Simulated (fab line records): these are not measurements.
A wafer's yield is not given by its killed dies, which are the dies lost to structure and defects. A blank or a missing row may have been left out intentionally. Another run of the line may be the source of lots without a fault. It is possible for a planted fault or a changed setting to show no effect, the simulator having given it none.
Matching of chambers | flow nand harc | NHARC_THIN_TSV_DEP_43 on pecvd-01 has 3 sister chambers
The step deposits SiO2, target thk 1328.5 nm. 6 wafers are shown with their chamber, then 7 later ones without.

== WAFERS, EACH WITH ITS CHAMBER ==
wafer  | chamber | throttle valve pct (%)
L911.4 | 2       | 14.7
L918.3 | 2       | 14.7
L918.4 | 0       | 16.6
L918.5 | 1       | 16.8
L931.4 | 1       | 16.6
L931.5 | 0       | 16.5

== WAFERS WITH NO CHAMBER GIVEN ==
wafer  | throttle valve pct (%)
L931.6 | 14.7
L930.1 | 16.6
L930.3 | 14.6
L930.4 | 16.4
L932.1 | 16.3
L932.4 | 16.5
L932.6 | 14.7

== THE CHAMBER EACH PASSED THROUGH ==
wafer  | from the rows above     | in truth
L931.6 | 2                       | 2
L930.1 | can't be placed: 0 or 1 | 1
L930.3 | 2                       | 2
L930.4 | can't be placed: 0 or 1 | 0
L932.1 | can't be placed: 0 or 1 | 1
L932.4 | can't be placed: 0 or 1 | 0
L932.6 | 2                       | 2
3 of 7 placed correctly. Unplaceable from these rows: 4, with the true chamber sitting among the candidates in 4. 0 placed wrongly.
How it was worked out, from the rows above alone: a wafer's distance from a chamber is the root of the sum, over the readings, of the square of ((its reading less the chamber's mean) divided by the reading's scatter). If the next closest chamber is less than 2 further off than the closest, the wafer can't be placed; otherwise it belongs to the closest. For every chamber, the mean is computed from those of its wafers that are shown. The scatter: take each reading less its chamber's mean, square it, sum over the shown wafers, divide by the number of wafers less the number of chambers, and take the root.
